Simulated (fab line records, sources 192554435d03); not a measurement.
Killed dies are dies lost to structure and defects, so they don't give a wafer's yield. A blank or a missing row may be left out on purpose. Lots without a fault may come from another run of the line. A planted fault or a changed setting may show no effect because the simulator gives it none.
fab line records | flow n5_finfet | part 1 of 2: steps 1 to 26 of 34
record lots=5 wafers=15 last_day=16
route steps=1938 shown WELL_APT@44 PMOS_HMC_CHANNEL_EPI@57
lots that met no fault: from a run of the same line without faults
start_h: hours from the record's first day to the start of the lot's first wafer shown | wait_h: hours since the lot's step before | " the same as in the row above | L1.1+2: a row that stands for several wafers | - no value, or no start given | * or withheld: withheld | < > ~ a bound
route shown NAME@n: a module of which the file shows steps, and the number in the route of the first | usual: mean/standard deviation of fault-free wafers | same: alike in all rows | chamber/n: place in a boat | sites: the reading at each site | _std_site: their standard deviation | _edge_site: outer sites' mean less inner sites' | radius_mm: how far each site lies from the wafer's centre | mask NAME#n: copy n | behind: the tool/chamber that last shaped the wafer | hold: why the lot was held/for how many hours/how that ended | device: the transistor (n, p or np) that didn't switch | end of line: the same wafers' tests at the end of the route | a step without rows: its recipe alone | killed: dies lost to structure and defects at the first sort, not the wafer's yield | map: a wafer's dies, x killed, . not, _ none there
set.NAME: the setting as run; set.NAME@STEP: as run at that earlier step | model.NAME: the simulator's own value behind a step, which no gauge read
lots at some steps of the route; a table a step, a row a wafer
services: from which hour (start_h, from the record's first day; less than 0 if before it) a tool's chamber was out of use, for how many hours, and why
## steps
# step N5_WELL_APT_OVL_MEAS_26
# recipe points_per_wafer=44
# usual PWELL_OVL=-1/5.5
# columns lot.wafer tool chamber start_h wait_h PWELL_OVL[nm]
L076.1 overlay-02 0 27.08 0.0 4
L076.3 " 0 " " 2
L076.5 " 0 " " -2
L082.2 overlay-02 0 62.98 0.0 -11
L082.4 " 0 " " -9
L082.6 " 0 " " -1
L083.3 overlay-01 0 69.10 0.0 -9
L083.4 " 0 " " 1
L083.6 " 0 " " -7
L089.3 overlay-02 0 105.05 0.0 4
L089.4 " 0 " " -3
L089.6 " 0 " " -2
L094.1 overlay-02 0 135.46 0.0 8
L094.4 " 0 " " 9
L094.6 " 0 " " 9
# step N5_WELL_APT_INSPECT_27
# recipe mode=adi inspect_instrument=macro
# usual raw_defect_count=1.9/1.3
# columns lot.wafer tool chamber start_h wait_h raw_defect_count
L076.1 defect_inspect-02 - 27.11 0.0 1
L076.3 " - " " 1
L076.5 " - " " 3
L082.2 defect_inspect-01 - 63.01 0.0 4
L082.4 " - " " 5
L082.6 " - " " 2
L083.3 defect_inspect-01 - 69.13 0.0 1
L083.4 " - " " 2
L083.6 " - " " 3
L089.3 defect_inspect-02 - 105.07 0.0 0
L089.4 " - " " 0
L089.6 " - " " 4
L094.1 defect_inspect-01 - 135.48 0.0 3
L094.4 " - " " 2
L094.6 " - " " 1
# step N5_WELL_APT_DESCUM_30
# recipe chemistry=O2 time_s=7.9 source_power_w=50 bias_power_w=20 pressure_mtorr=20 rf_frequency_hz=2.712e+07 temp_c=40 o2_flow_sccm=225
# usual drypump_motor_current_A=5.7/0.48 oes_product_au=0.75/0.061 rf_vpp_V=243.8/1.3 showerhead_plenum_p_Torr=2.13/0.073 throttle_valve_pct=20.46/0.29
# columns lot.wafer tool chamber start_h wait_h drypump_motor_current_A oes_product_au rf_hours_counter_h rf_vpp_V showerhead_plenum_p_Torr throttle_valve_pct
L076.1 rie_diel-05 2 27.22 0.1 6.3 0.87 43 244.3 2.24 20.40
L076.3 " 3 " " 5.6 0.69 211 241.5 1.99 20.56
L076.5 " 0 " " 6.1 0.79 - 245.9 2.16 19.96
L082.2 rie_diel-06 3 63.04 0.0 5.8 0.78 146 242.7 2.06 20.32
L082.4 " 0 " " 5.7 0.81 88 244.9 2.08 19.90
L082.6 " 1 " " 6.2 0.71 - 242.5 2.09 20.43
L083.3 rie_diel-05 0 69.16 0.0 6.1 0.78 153 242.5 2.15 20.00
L083.4 " 2 " " 6.3 0.86 57 243.2 2.23 20.43
L083.6 " 3 " " 5.6 0.68 - 240.9 1.98 20.59
L089.3 rie_diel-06 1 105.11 0.0 6.1 0.70 198 242.8 2.09 20.44
L089.4 " 1 " " 6.1 0.71 - 243.2 2.09 20.46
L089.6 " 3 " " 5.8 0.77 - 243.9 2.05 20.32
L094.1 rie_diel-05 1 135.52 0.0 5.2 0.72 235 242.4 2.15 20.69
L094.4 " 1 " " 5.2 0.71 - 244.8 2.15 20.71
L094.6 " 2 " " 6.3 0.82 - 244.1 2.22 20.48
# step N5_WELL_APT_IMPLANT_31
# recipe species=B energy_kev=60 dose_cm2=1.5e+13 tilt_deg=0 rotation_deg=0
# columns lot.wafer tool chamber start_h wait_h
L076.1+3+5 implanter-01 0 27.32 0.1
L082.2+4+6 implanter-02 0 63.17 0.1
L083.3+4+6 implanter-01 0 69.32 0.1
L089.3+4+6 implanter-02 0 105.27 0.1
L094.1+4+6 implanter-02 0 135.62 0.1
# step N5_WELL_APT_IMPLANT_32
# recipe species=BF2 energy_kev=50 dose_cm2=2e+13 tilt_deg=0 rotation_deg=0
# columns lot.wafer tool chamber start_h wait_h
L076.1+3+5 implanter-01 0 27.50 0.1
L082.2+4+6 implanter-02 0 63.35 0.1
L083.3+4+6 implanter-01 0 69.50 0.1
L089.3+4+6 implanter-02 0 105.45 0.1
L094.1+4+6 implanter-02 0 135.80 0.1
# step N5_WELL_APT_STRIP_33
# recipe chemistry=SPM time_s=900 temp_c=130 h2so4_h2o2_vol_ratio=4 dry=ipa_marangoni
# columns lot.wafer tool chamber start_h wait_h
L076.1+3+5 wet_bench-01 1,0,7 27.71 0.2
L082.2+4+6 wet_bench-04 4,3,5 63.54 0.2
L083.3+4+6 wet_bench-01 3,6,2 69.66 0.1
L089.3+4+6 wet_bench-01 5,6,2 105.59 0.1
L094.1+4+6 wet_bench-04 2,3,0 136.00 0.2
# step N5_WELL_APT_RTA_34
# recipe temp_c=1000 time_s=10 ambient=N2 idle_temp_c=600 ramp_up_c_per_s=150 ramp_down_c_per_s=60 cool_to_c=600
# usual lamp_power_pct=13.00/0.051 lamp_zone_3_pct=12.994/0.029 wafer_temp_C_max=1003.5/0.98
# columns lot.wafer tool chamber start_h wait_h lamp_power_pct lamp_zone_3_pct wafer_temp_C_max
L076.1 rtp_anneal-02 0 27.98 0.0 12.92 13.055 1003.1
L076.3 " 0 " " 12.97 13.004 1003.2
L076.5 " 0 " " 13.03 12.991 1005.2
L082.2 rtp_anneal-02 0 63.84 0.0 12.97 13.022 1005.5
L082.4 " 0 " " 13.02 13.027 1003.8
L082.6 " 0 " " 13.04 13.032 1003.0
L083.3 rtp_anneal-02 0 70.00 0.1 12.95 12.972 1003.7
L083.4 " 0 " " 13.00 13.053 1003.4
L083.6 " 0 " " 12.97 13.032 1003.3
L089.3 rtp_anneal-01 0 105.91 0.1 12.96 12.991 1004.5
L089.4 " 0 " " 12.96 13.006 1002.8
L089.6 " 0 " " 12.93 13.026 1003.0
L094.1 rtp_anneal-02 0 136.69 0.4 13.09 12.984 1003.4
L094.4 " 0 " " 13.03 13.029 1002.9
L094.6 " 0 " " 13.01 13.003 1003.9
# step N5_WELL_APT_OXIDE_STRIP_42
# recipe chemistry=dHF dilution=25:1 time_s=45 temp_c=25 target=SiO2 target_depth_a=120
# columns lot.wafer tool chamber start_h wait_h
L076.1+3+5 wet_bench-04 3,5,0 28.13 0.1
L082.2+4+6 wet_bench-02 7,6,5 63.96 0.1
L083.3+4+6 wet_bench-02 2,5,3 70.19 0.2
L089.3+4+6 wet_bench-01 4,1,2 106.01 0.1
L094.1+4+6 wet_bench-04 2,3,4 136.84 0.1
# step N5_WELL_APT_PRECLEAN_36
# recipe chemistry=O3/DIW time_s=45 temp_c=22 o3_ppm=10
# columns lot.wafer tool chamber start_h wait_h
L076.1+3+5 wet_bench-04 3,5,0 28.14 0.0
L082.2+4+6 wet_bench-02 7,6,5 63.98 0.0
L083.3+4+6 wet_bench-02 2,5,3 70.20 0.0
L089.3+4+6 wet_bench-01 4,1,2 106.03 0.0
L094.1+4+6 wet_bench-04 2,3,4 136.86 0.0
# step N5_WELL_APT_PRECLEAN_39
# recipe chemistry=dHF time_s=60 dilution=150:1 temp_c=25
# columns lot.wafer tool chamber start_h wait_h
L076.1+3+5 wet_bench-04 3,5,0 28.16 0.0
L082.2+4+6 wet_bench-02 7,6,5 63.99 0.0
L083.3+4+6 wet_bench-02 2,5,3 70.21 0.0
L089.3+4+6 wet_bench-01 4,1,2 106.04 0.0
L094.1+4+6 wet_bench-04 2,3,4 136.87 0.0
# step N5_WELL_APT_SRD_37
# recipe dry=ipa_marangoni do_ppb=5 time_s=30 temp_c=23 rinse_liquid=diw
# columns lot.wafer tool chamber start_h wait_h
L076.1+3+5 wet_bench-04 3,5,0 28.17 0.0
L082.2+4+6 wet_bench-02 7,6,5 64.01 0.0
L083.3+4+6 wet_bench-02 2,5,3 70.23 0.0
L089.3+4+6 wet_bench-01 4,1,2 106.06 0.0
L094.1+4+6 wet_bench-04 2,3,4 136.89 0.0
# step N5_WELL_APT_EPI_41
# recipe material=Si target_thk_a=500 temp_c=650 precursor=SiH4/H2 pressure_torr=20 time_s=297.7
# usual susceptor_temp_C=650.0/0.32 throttle_valve_pct=11.2/0.47
# columns lot.wafer tool chamber start_h wait_h susceptor_temp_C throttle_valve_pct
L076.1 epi_rpcvd-02 0 28.22 0.0 650.3 11.8
L076.3 " 0 " " 649.6 12.0
L076.5 " 0 " " 650.3 11.8
L082.2 epi_rpcvd-03 0 64.16 0.1 649.5 11.0
L082.4 " 0 " " 649.4 11.4
L082.6 " 0 " " 649.6 11.0
L083.3 epi_rpcvd-01 0 70.48 0.2 650.6 11.0
L083.4 " 0 " " 650.4 10.7
L083.6 " 0 " " 650.6 10.6
L089.3 epi_rpcvd-01 0 106.37 0.3 649.7 10.6
L089.4 " 0 " " 650.4 10.8
L089.6 " 0 " " 649.9 10.5
L094.1 epi_rpcvd-02 0 136.94 0.0 649.8 11.8
L094.4 " 0 " " 650.0 11.6
L094.6 " 0 " " 649.8 12.1
# step N5_WELL_APT_INSPECT_38
# recipe inspect_instrument=darkfield mode=post_epi
# usual raw_defect_count=14/5.9
# columns lot.wafer tool chamber start_h wait_h raw_defect_count
L076.1 defect_inspect-01 - 29.06 0.7 8
L076.3 " - " " 19
L076.5 " - " " 8
L082.2 defect_inspect-02 - 64.69 0.4 10
L082.4 " - " " 17
L082.6 " - " " 10
L083.3 defect_inspect-02 - 70.92 0.3 10
L083.4 " - " " 8
L083.6 " - " " 9
L089.3 defect_inspect-01 - 106.94 0.4 13
L089.4 " - " " 18
L089.6 " - " " 16
L094.1 defect_inspect-01 - 137.77 0.7 21
L094.4 " - " " 12
L094.6 " - " " 16
# step N5_PMOS_HMC_CHANNEL_EPI_HM_DEP_34
# recipe material=SiO2 target_thk_a=360 temp_c=400 precursor=TEOS/O2 pressure_torr=6.5 rf_w=900 teos_flow_sccm=161.4 gas=O2 flow_sccm=2650 time_s=6.9
# usual heater_power_w=528/57 showerhead_plenum_p_Torr=8.36/0.036 susceptor_temp_C=400.04/0.22 throttle_valve_pct=18.6/0.98
# columns lot.wafer tool chamber start_h wait_h heater_power_w showerhead_plenum_p_Torr susceptor_temp_C throttle_valve_pct
L076.1 pecvd-02 0 29.09 0.0 542 8.33 400.07 20.3
L076.3 " 2 " " 548 8.36 399.83 17.7
L076.5 " 1 " " 596 8.37 400.09 18.9
L082.2 pecvd-02 2 64.73 0.0 542 8.35 400.02 18.2
L082.4 " 2 " " 556 8.35 399.94 18.2
L082.6 " 1 " " 580 8.38 400.04 18.7
L083.3 pecvd-02 0 70.97 0.0 434 8.34 399.98 20.1
L083.4 " 2 " " 478 8.37 400.22 18.0
L083.6 " 0 " " 443 8.36 399.89 20.5
L089.3 pecvd-01 0 106.98 0.0 534 8.40 399.77 17.6
L089.4 " 2 " " 519 8.37 400.33 18.8
L089.6 " 1 " " 447 8.29 399.76 18.8
L094.1 pecvd-01 2 137.81 0.0 525 8.36 400.09 19.0
L094.4 " 2 " " 536 8.37 399.99 18.9
L094.6 " 1 " " 567 8.28 400.25 18.5
# step N5_PMOS_HMC_CHANNEL_EPI_COAT_31
# recipe resist=BARC temp_c=205 time_s=60 spin_rpm=1500 resist_thk_nm=66
# columns lot.wafer tool chamber start_h wait_h
L076.1+3+5 litho_track-04 0 29.15 0.0
L082.2+4+6 litho_track-03 0 64.78 0.0
L083.3+4+6 litho_track-03 0 71.02 0.0
L089.3+4+6 litho_track-03 0 107.04 0.0
L094.1+4+6 litho_track-05 0 137.87 0.0
# step N5_PMOS_HMC_CHANNEL_EPI_COAT_03
# recipe resist=CAR-ArF-block spin_rpm=1500 resist_thk_nm=205
# columns lot.wafer tool chamber start_h wait_h
L076.1+3+5 litho_track-04 0 - -
L082.2+4+6 litho_track-03 0 - -
L083.3+4+6 litho_track-03 0 - -
L089.3+4+6 litho_track-03 0 - -
L094.1+4+6 litho_track-05 0 - -
# step N5_PMOS_HMC_CHANNEL_EPI_EBR_05
# recipe solvent=PGMEA ebr_width_mm=1.5
# same ebr_width_mm=1.5
# columns lot.wafer tool chamber start_h wait_h
L076.1+3+5 litho_track-04 0 - -
L082.2+4+6 litho_track-03 0 - -
L083.3+4+6 litho_track-03 0 - -
L089.3+4+6 litho_track-03 0 - -
L094.1+4+6 litho_track-05 0 - -
# step N5_PMOS_HMC_CHANNEL_EPI_SOFTBAKE_04
# recipe temp_c=110 time_s=60 resist=CAR-ArF-block
# columns lot.wafer tool chamber start_h wait_h
L076.1+3+5 litho_track-04 0 - -
L082.2+4+6 litho_track-03 0 - -
L083.3+4+6 litho_track-03 0 - -
L089.3+4+6 litho_track-03 0 - -
L094.1+4+6 litho_track-05 0 - -
# step N5_PMOS_HMC_CHANNEL_EPI_EXPOSE_06
# recipe mask_id=PMOS_HMC_BLK na=1.35 source_shape=conventional sigma_outer=0.8 polarization=unpolarized target_cd_nm=240 dose_mj=41
# usual exposure_dose_mJ_cm2=40.98/0.041
# columns lot.wafer tool chamber start_h wait_h mask exposure_dose_mJ_cm2
L076.1 arfi_scanner-01 0 29.37 - PMOS_HMC_BLK#0 41.02
L076.3 " 0 " " PMOS_HMC_BLK#0 41.02
L076.5 " 0 " " PMOS_HMC_BLK#0 41.01
L082.2 arfi_scanner-01 0 64.89 - PMOS_HMC_BLK#0 40.97
L082.4 " 0 " " PMOS_HMC_BLK#0 40.93
L082.6 " 0 " " PMOS_HMC_BLK#0 40.98
L083.3 arfi_scanner-01 0 71.13 - PMOS_HMC_BLK#0 40.99
L083.4 " 0 " " PMOS_HMC_BLK#0 40.96
L083.6 " 0 " " PMOS_HMC_BLK#0 40.95
L089.3 arfi_scanner-01 0 107.27 - PMOS_HMC_BLK#0 41.00
L089.4 " 0 " " PMOS_HMC_BLK#0 40.96
L089.6 " 0 " " PMOS_HMC_BLK#0 40.96
L094.1 arfi_scanner-02 0 138.09 - PMOS_HMC_BLK#0 41.00
L094.4 " 0 " " PMOS_HMC_BLK#0 40.91
L094.6 " 0 " " PMOS_HMC_BLK#0 40.98
# step N5_PMOS_HMC_CHANNEL_EPI_PEB_07
# recipe peb_temp_c=110 peb_time_s=60 resist=CAR-ArF-block
# columns lot.wafer tool chamber start_h wait_h
L076.1+3+5 litho_track-05 0 29.43 0.1
L082.2+4+6 litho_track-03 0 64.94 0.0
L083.3+4+6 litho_track-04 0 71.18 0.0
L089.3+4+6 litho_track-03 0 107.32 0.0
L094.1+4+6 litho_track-05 0 138.15 0.1
# step N5_PMOS_HMC_CHANNEL_EPI_DEVELOP_08
# recipe develop_time_s=30 developer=TMAH resist=CAR-ArF-block dev_temp_c=23 rinse_liquid=diw dry=air_spin
# columns lot.wafer tool chamber start_h wait_h
L076.1+3+5 litho_track-05 0 - -
L082.2+4+6 litho_track-03 0 - -
L083.3+4+6 litho_track-04 0 - -
L089.3+4+6 litho_track-03 0 - -
L094.1+4+6 litho_track-05 0 - -
# step N5_PMOS_HMC_CHANNEL_EPI_CD_MEAS_09
# recipe target_cd_nm=237.4 landing_energy_ev=500 detector=se_inlens
# usual cd_nm=237.2/1.1
# same landing_energy_ev=500
# columns lot.wafer tool chamber start_h wait_h cd_nm
L076.1 cd_sem-02 0 29.50 - 237.3
L076.3 " 0 " " 235.7
L076.5 " 0 " " 236.9
L082.2 cd_sem-01 0 65.01 - 238.5
L082.4 " 0 " " 237.7
L082.6 " 0 " " 236.7
L083.3 cd_sem-01 0 71.25 - 235.7
L083.4 " 0 " " 237.6
L083.6 " 0 " " 236.5
L089.3 cd_sem-02 0 107.39 - 238.0
L089.4 " 0 " " 237.8
L089.6 " 0 " " 238.0
L094.1 cd_sem-01 0 138.22 - 236.7
L094.4 " 0 " " 236.3
L094.6 " 0 " " 236.5
# step N5_PMOS_HMC_CHANNEL_EPI_OVL_MEAS_10
# recipe points_per_wafer=44
# usual PMOS_HMC_BLK_OVL=-0.3/0.84
# columns lot.wafer tool chamber start_h wait_h PMOS_HMC_BLK_OVL[nm]
L076.1 overlay-02 0 29.53 0.0 -1.0
L076.3 " 0 " " -0.5
L076.5 " 0 " " -0.6
L082.2 overlay-02 0 65.04 0.0 -0.8
L082.4 " 0 " " -0.4
L082.6 " 0 " " 0.2
L083.3 overlay-02 0 71.28 0.0 0.8
L083.4 " 0 " " -0.9
L083.6 " 0 " " -0.1
L089.3 overlay-02 0 107.41 0.0 0.5
L089.4 " 0 " " 1.6
L089.6 " 0 " " 0.7
L094.1 overlay-01 0 138.25 0.0 -0.3
L094.4 " 0 " " 0.0
L094.6 " 0 " " 0.3
# step N5_PMOS_HMC_CHANNEL_EPI_INSPECT_11
# recipe mode=adi inspect_instrument=macro
# usual raw_defect_count=2.0/1.5
# columns lot.wafer tool chamber start_h wait_h raw_defect_count
L076.1 defect_inspect-02 - 29.55 0.0 1
L076.3 " - " " 0
L076.5 " - " " 5
L082.2 defect_inspect-01 - 65.06 0.0 4
L082.4 " - " " 1
L082.6 " - " " 2
L083.3 defect_inspect-02 - 71.30 0.0 0
L083.4 " - " " 4
L083.6 " - " " 2
L089.3 defect_inspect-02 - 107.44 0.0 3
L089.4 " - " " 1
L089.6 " - " " 4
L094.1 defect_inspect-01 - 138.27 0.0 1
L094.4 " - " " 2
L094.6 " - " " 3
# step N5_PMOS_HMC_CHANNEL_EPI_DESCUM_14
# recipe chemistry=O2 time_s=7.9 source_power_w=50 bias_power_w=20 pressure_mtorr=20 rf_frequency_hz=2.712e+07 temp_c=40 resist=CAR-ArF-block o2_flow_sccm=225
# usual drypump_motor_current_A=5.7/0.38 oes_product_au=0.76/0.052 rf_vpp_V=243.1/1.4 showerhead_plenum_p_Torr=2.08/0.063 throttle_valve_pct=20.46/0.25
# columns lot.wafer tool chamber start_h wait_h drypump_motor_current_A oes_product_au rf_hours_counter_h rf_vpp_V showerhead_plenum_p_Torr throttle_valve_pct
L076.1 rie_diel-01 0 29.65 0.1 5.6 0.71 205 243.5 2.10 20.49
L076.3 " 1 " " 5.5 0.78 135 244.9 2.10 20.48
L076.5 " 0 " " 5.6 0.71 - 241.6 2.10 20.51
L082.2 rie_diel-02 0 65.10 0.0 6.3 0.76 161 243.2 2.05 20.52
L082.4 " 3 " " 5.3 0.85 52 242.7 2.11 19.86
L082.6 " 0 " " 6.2 0.75 - 242.0 2.05 20.53
L083.3 rie_diel-01 3 71.33 0.0 5.4 0.76 137 243.0 2.10 20.42
L083.4 " 3 " " 5.4 0.76 - 242.4 2.10 20.40
L083.6 " 1 " " 5.4 0.75 - 242.9 2.09 20.49
L089.3 rie_diel-03 2 107.47 0.0 6.0 0.70 227 241.9 1.99 20.80
L089.4 " 3 " " 5.7 0.75 168 242.2 2.01 20.49
L089.6 " 1 " " 6.3 0.77 - 245.4 2.15 20.58
L094.1 rie_diel-01 1 138.88 0.6 5.4 0.75 175 242.3 2.08 20.51
L094.4 " 3 " " 5.4 0.74 - 244.0 2.09 20.46
L094.6 " 1 " " 5.5 0.75 - 243.7 2.08 20.53
# step N5_PMOS_HMC_CHANNEL_EPI_ETCH_32
# recipe chemistry=N2/H2 target=BARC stop_on=SiO2 target_depth_a=858 over_etch_frac=0.3 time_s=50.3 ion_energy_ev=200 mask_material=CAR-ArF-block pressure_mtorr=30 source_w=840 bias_w=150 n2_flow_sccm=200 h2_flow_sccm=200
# usual drypump_motor_current_A=5.8/0.37 oes_product_au=0.65/0.045 rf_vpp_V=523.6/2.2 showerhead_plenum_p_Torr=2.53/0.082 throttle_valve_pct=17.9/0.3
# columns lot.wafer tool chamber start_h wait_h drypump_motor_current_A oes_product_au rf_hours_counter_h rf_vpp_V showerhead_plenum_p_Torr throttle_valve_pct
L076.1 rie_diel-01 0 29.69 0.0 5.7 0.61 205 524.5 2.52 17.7
L076.3 " 1 " " 5.5 0.66 135 524.2 2.54 17.9
L076.5 " 0 " " 5.7 0.61 - 522.1 2.52 17.7
L082.2 rie_diel-02 0 65.13 0.0 6.3 0.64 161 522.8 2.56 18.5
L082.4 " 3 " " 5.3 0.73 52 525.2 2.57 17.4
L082.6 " 0 " " 6.3 0.65 - 523.0 2.56 18.5
L083.3 rie_diel-01 3 71.37 0.0 5.4 0.66 137 523.3 2.55 17.9
L083.4 " 3 " " 5.4 0.66 - 522.8 2.55 17.9
L083.6 " 1 " " 5.5 0.65 - 523.9 2.53 17.9
L089.3 rie_diel-03 2 107.51 0.0 6.0 0.59 227 520.3 2.38 18.1
L089.4 " 3 " " 5.7 0.64 169 520.3 2.40 17.7
L089.6 " 1 " " 6.3 0.67 - 527.8 2.65 18.2
L094.1 rie_diel-01 1 138.91 0.0 5.5 0.63 175 522.7 2.52 18.0
L094.4 " 3 " " 5.4 0.64 - 524.6 2.54 17.9
L094.6 " 1 " " 5.5 0.63 - 522.5 2.52 17.9
